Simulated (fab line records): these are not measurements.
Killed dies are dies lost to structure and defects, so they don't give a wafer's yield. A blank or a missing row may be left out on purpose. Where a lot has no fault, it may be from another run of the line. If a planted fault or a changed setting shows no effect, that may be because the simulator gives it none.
fab line records -- flow n5_finfet -- part 2 of 2: steps 20 to 29 of 29
record lots=5, wafers=15, last_day=18
route steps=1938 shown HKMG_FIN@396
lots untouched by any fault: they come from a run of this same line in which no faults occurred
start_h: hours from the record's opening day to when the first of the lot's shown wafers began -- wait_h: hours since the lot's step before -- " identical to the entry in the row above -- L1.1+2: several wafers, shown together as one row -- - no value, or no start given -- * or withheld: withheld -- < > ~ a bound
route shown NAME@n: a module of which the file shows steps, and the number in the route of the first -- usual: mean and standard deviation over wafers with no fault -- same: alike in all rows -- chamber/n: place in a boat -- sites: the reading at each site -- _std_site: the values' standard deviation -- _edge_site: mean of outer sites minus mean of inner sites -- radius_mm: how far each site lies from the wafer's centre -- mask NAME#n: copy n -- behind: the tool/chamber that last shaped the wafer -- hold: reason for holding the lot/hours on hold/outcome of the hold -- device: transistor that didn't switch, given as n, p or np -- end of line: tests of these same wafers at the route's end -- a step given without rows: its recipe and nothing more -- killed: at the first sort, the dies lost to defects and structure; wafer yield is something else -- map: the dies of a wafer, with x for killed, . for not killed, _ for no die there
set.NAME: setting as actually run; set.NAME@STEP: the setting as run at that earlier step -- model.NAME: the simulator's own value behind a step, which no gauge read
certain route steps with their lots: each step a table, each wafer a row
services: a tool's chamber out of use, with start hour (start_h, from the record's first day; less than 0 if before it), hours out, and reason
## steps
# step N5_HKMG_FIN_PRECLEAN_64
# recipe chemistry=dHF, time_s=30, temp_c=25, dilution=withheld
# same time_s=30
lot.wafer,tool,chamber,start_h,wait_h
L078.2+5+6,wet_bench-04,"6,4,3",101.05,0.2
L083.1+2+3,wet_bench-04,"3,5,4",128.56,0.1
L091.1+2+4,wet_bench-02,"7,4,5",175.16,0.4
L093.1+4+6,wet_bench-04,"3,0,1",189.58,0.1
L095.2+3+6,wet_bench-04,"0,3,6",200.69,0.1
# step N5_HKMG_FIN_WET_ETCH_65
# recipe chemistry=TMAH, temp_c=70, conc_wt_pct=5, target=a-Si, stop_on=TiN, time_s=49, target_depth_nm=3
# same time_s=49
lot.wafer,tool,chamber,start_h,wait_h
L078.2+5+6,wet_bench-04,"6,4,3",101.06,0.0
L083.1+2+3,wet_bench-04,"3,5,4",128.58,0.0
L091.1+2+4,wet_bench-02,"7,4,5",175.18,0.0
L093.1+4+6,wet_bench-04,"3,0,1",189.59,0.0
L095.2+3+6,wet_bench-04,"0,3,6",200.70,0.0
# step N5_HKMG_FIN_WET_ETCH_81
# recipe chemistry=SC1, target=TiN, stop_on=HfO2, mix=1:1:5, temp_c=60, time_s=57, target_depth_nm=6
# usual diw_flow_mL_min=1071/3.5
# same time_s=57
lot.wafer,tool,chamber,start_h,wait_h,diw_flow_mL_min
L078.2,wet_bench-04,6,101.08,0.0,1065
L078.5,wet_bench-04,4,101.08,0.0,1067
L078.6,wet_bench-04,3,101.08,0.0,1071
L083.1,wet_bench-04,3,128.59,0.0,1075
L083.2,wet_bench-04,5,128.59,0.0,1076
L083.3,wet_bench-04,4,128.59,0.0,1063
L091.1,wet_bench-02,7,175.19,0.0,1076
L091.2,wet_bench-02,4,175.19,0.0,1074
L091.4,wet_bench-02,5,175.19,0.0,1068
L093.1,wet_bench-04,3,189.60,0.0,1062
L093.4,wet_bench-04,0,189.60,0.0,1072
L093.6,wet_bench-04,1,189.60,0.0,1063
L095.2,wet_bench-04,0,200.71,0.0,1072
L095.3,wet_bench-04,3,200.71,0.0,1067
L095.6,wet_bench-04,6,200.71,0.0,1069
# step N5_HKMG_FIN_WET_ETCH_82
# recipe chemistry=dHCl, mix=1:10000, temp_c=25, target=La2O3, stop_on=HfO2, target_depth_nm=2, dry=ipa_marangoni, rinse_time_s=30, rinse_temp_c=23
# usual rinse_temp_c=23.02/0.11
lot.wafer,tool,chamber,start_h,wait_h,rinse_temp_c
L078.2,wet_bench-04,6,101.11,0.0,22.94
L078.5,wet_bench-04,4,101.11,0.0,23.03
L078.6,wet_bench-04,3,101.11,0.0,23.03
L083.1,wet_bench-04,3,128.62,0.0,23.06
L083.2,wet_bench-04,5,128.62,0.0,23.14
L083.3,wet_bench-04,4,128.62,0.0,23.26
L091.1,wet_bench-02,7,175.22,0.0,22.81
L091.2,wet_bench-02,4,175.22,0.0,23.10
L091.4,wet_bench-02,5,175.22,0.0,22.75
L093.1,wet_bench-04,3,189.64,0.0,22.92
L093.4,wet_bench-04,0,189.64,0.0,22.93
L093.6,wet_bench-04,1,189.64,0.0,23.05
L095.2,wet_bench-04,0,200.74,0.0,22.96
L095.3,wet_bench-04,3,200.74,0.0,23.01
L095.6,wet_bench-04,6,200.74,0.0,23.11
# step N5_HKMG_FIN_ALD_36
# recipe material=TiN, target_thk_a=10, temp_c=400, ald_precursor_family=TiCl4, ald_co_reactant=NH3, pulse_time_s=1, purge_time_s=3, co_reactant_purge_time_s=2, co_reactant_pulse_time_s=2, ald_cycles=47, pressure_torr=3
# usual heater_power_w=849/79, precursor_pulse_height_rel=1.000/0.021
# same ald_cycles=47
lot.wafer,tool,chamber,start_h,wait_h,heater_power_w,precursor_pulse_height_rel
L078.2,ald_metal-01,2,101.18,0.0,789,1.014
L078.5,ald_metal-01,2,101.18,0.0,803,0.994
L078.6,ald_metal-01,1,101.18,0.0,768,1.038
L083.1,ald_metal-04,3,128.68,0.0,953,1.004
L083.2,ald_metal-04,2,128.68,0.0,734,1.007
L083.3,ald_metal-04,1,128.68,0.0,903,0.980
L091.1,ald_metal-02,3,175.28,0.0,762,1.014
L091.2,ald_metal-02,1,175.28,0.0,825,1.002
L091.4,ald_metal-02,1,175.28,0.0,805,1.005
L093.1,ald_metal-04,3,189.70,0.0,952,0.993
L093.4,ald_metal-04,3,189.70,0.0,958,1.011
L093.6,ald_metal-04,1,189.70,0.0,873,0.987
L095.2,ald_metal-01,3,200.80,0.0,870,1.009
L095.3,ald_metal-01,2,200.80,0.0,781,0.965
L095.6,ald_metal-01,2,200.80,0.0,769,0.993
# step N5_HKMG_FIN_THK_MEAS_70
# recipe thk_meas_gauge=xrf, reads=HfO2_of_HKMG_FIN_HK_ALD_01
# usual HK_THK=1.604/0.019
lot.wafer,tool,chamber,start_h,wait_h,HK_THK[nm]
L078.2,film_metro-02,-,101.46,0.2,1.596
L078.5,film_metro-02,-,101.46,0.2,1.591
L078.6,film_metro-02,-,101.46,0.2,1.587
L083.1,film_metro-02,-,128.96,0.2,1.598
L083.2,film_metro-02,-,128.96,0.2,1.606
L083.3,film_metro-02,-,128.96,0.2,1.621
L091.1,film_metro-02,-,175.56,0.2,1.654
L091.2,film_metro-02,-,175.56,0.2,1.623
L091.4,film_metro-02,-,175.56,0.2,1.606
L093.1,film_metro-02,-,190.10,0.3,1.596
L093.4,film_metro-02,-,190.10,0.3,1.636
L093.6,film_metro-02,-,190.10,0.3,1.598
L095.2,film_metro-02,-,201.09,0.2,1.628
L095.3,film_metro-02,-,201.09,0.2,1.591
L095.6,film_metro-02,-,201.09,0.2,1.608
# step N5_HKMG_FIN_PWFM_ALD_03
# recipe material=TiN, target_thk_a=20, temp_c=400, ald_precursor_family=TiCl4, ald_co_reactant=NH3, pulse_time_s=1, purge_time_s=3, co_reactant_purge_time_s=2, co_reactant_pulse_time_s=2, ald_cycles=91, pressure_torr=3
# usual heater_power_w=850/75, precursor_pulse_height_rel=1.003/0.022
# same ald_cycles=91
lot.wafer,tool,chamber,start_h,wait_h,heater_power_w,precursor_pulse_height_rel
L078.2,ald_metal-04,0,101.49,0.0,973,0.993
L078.5,ald_metal-04,0,101.49,0.0,1001,0.977
L078.6,ald_metal-04,1,101.49,0.0,880,0.990
L083.1,ald_metal-01,1,129.00,0.0,775,0.975
L083.2,ald_metal-01,3,129.00,0.0,860,1.008
L083.3,ald_metal-01,0,129.00,0.0,867,0.981
L091.1,ald_metal-04,1,175.60,0.0,874,0.987
L091.2,ald_metal-04,0,175.60,0.0,988,0.991
L091.4,ald_metal-04,2,175.60,0.0,744,1.025
L093.1,ald_metal-01,3,190.14,0.0,869,0.993
L093.4,ald_metal-01,2,190.14,0.0,784,1.018
L093.6,ald_metal-01,3,190.14,0.0,872,0.987
L095.2,ald_metal-02,0,201.12,0.0,862,0.972
L095.3,ald_metal-02,2,201.12,0.0,937,1.015
L095.6,ald_metal-02,1,201.12,0.0,806,1.008
# step N5_HKMG_FIN_COAT_29
# recipe resist=SOC, temp_c=250, time_s=60, spin_rpm=1500, resist_thk_nm=300
# usual exhaust_pa=45.0/0.95
# same time_s=60
lot.wafer,tool,chamber,start_h,wait_h,exhaust_pa
L078.2,litho_track-04,0,101.96,0.2,44.2
L078.5,litho_track-04,0,101.96,0.2,45.0
L078.6,litho_track-04,0,101.96,0.2,45.3
L083.1,litho_track-02,0,129.47,0.2,45.5
L083.2,litho_track-02,0,129.47,0.2,45.1
L083.3,litho_track-02,0,129.47,0.2,46.1
L091.1,litho_track-03,0,176.07,0.2,44.0
L091.2,litho_track-03,0,176.07,0.2,44.0
L091.4,litho_track-03,0,176.07,0.2,46.1
L093.1,litho_track-02,0,190.61,0.2,45.6
L093.4,litho_track-02,0,190.61,0.2,44.5
L093.6,litho_track-02,0,190.61,0.2,45.6
L095.2,litho_track-04,0,201.59,0.2,44.1
L095.3,litho_track-04,0,201.59,0.2,44.5
L095.6,litho_track-04,0,201.59,0.2,44.2
# step N5_HKMG_FIN_COAT_30
# recipe resist=SiARC, temp_c=220, time_s=60, spin_rpm=1500, resist_thk_nm=35
# usual exhaust_pa=45.0/0.72
# same time_s=60
lot.wafer,tool,chamber,start_h,wait_h,exhaust_pa
L078.2,litho_track-04,0,-,-,43.9
L078.5,litho_track-04,0,-,-,44.7
L078.6,litho_track-04,0,-,-,45.4
L083.1,litho_track-02,0,-,-,44.3
L083.2,litho_track-02,0,-,-,44.3
L083.3,litho_track-02,0,-,-,44.7
L091.1,litho_track-03,0,-,-,44.6
L091.2,litho_track-03,0,-,-,43.7
L091.4,litho_track-03,0,-,-,45.9
L093.1,litho_track-02,0,-,-,44.3
L093.4,litho_track-02,0,-,-,45.9
L093.6,litho_track-02,0,-,-,44.3
L095.2,litho_track-04,0,-,-,45.5
L095.3,litho_track-04,0,-,-,44.3
L095.6,litho_track-04,0,-,-,45.2
# step N5_HKMG_FIN_COAT_06
# recipe resist=CAR-ArF, spin_rpm=1500, resist_thk_nm=90
# usual exhaust_pa=44.9/0.83
lot.wafer,tool,chamber,start_h,wait_h,exhaust_pa
L078.2,litho_track-04,0,-,-,44.1
L078.5,litho_track-04,0,-,-,45.4
L078.6,litho_track-04,0,-,-,46.3
L083.1,litho_track-02,0,-,-,46.1
L083.2,litho_track-02,0,-,-,45.7
L083.3,litho_track-02,0,-,-,44.3
L091.1,litho_track-03,0,-,-,46.3
L091.2,litho_track-03,0,-,-,45.8
L091.4,litho_track-03,0,-,-,46.3
L093.1,litho_track-02,0,-,-,46.8
L093.4,litho_track-02,0,-,-,46.7
L093.6,litho_track-02,0,-,-,45.3
L095.2,litho_track-04,0,-,-,44.3
L095.3,litho_track-04,0,-,-,43.4
L095.6,litho_track-04,0,-,-,44.9
## services
tool,chamber,start_h,hours,kind
rie_diel-01,-,90.23,0.2,repair
ald_metal-02,2,104.32,27.5,repair
thermal_cvd_si-01,-,105.10,1.1,repair
ald_metal-01,-,111.61,2.8,pm
thermal_cvd_si-01,0,130.73,5.8,repair
wet_bench-02,-,146.14,2.6,repair
rie_diel-05,-,147.49,16.3,repair
ald_metal-02,2,152.01,47.3,repair
plasma_asher-02,-,154.00,17.9,repair
rie_diel-01,1,164.18,2.6,repair
ald_metal-02,-,165.23,2.8,pm
ald_metal-01,1,165.80,31.0,repair
ald_metal-02,0,168.46,3.2,repair
plasma_asher-02,-,174.04,0.6,repair
thermal_cvd_si-02,-,179.39,6.0,pm
plasma_asher-02,-,180.28,12.1,repair
thermal_cvd_si-01,-,180.36,0.9,repair
rie_diel-01,3,181.79,-,clean
rie_diel-01,3,181.79,-,consumable_replace:focus_ring
rie_diel-01,3,181.79,19.2,scheduled_down
rie_diel-01,3,181.79,19.2,vent_cycle
ald_metal-04,0,182.77,30.8,repair
ald_metal-04,2,188.80,22.7,repair
ald_metal-04,3,197.15,26.5,repair
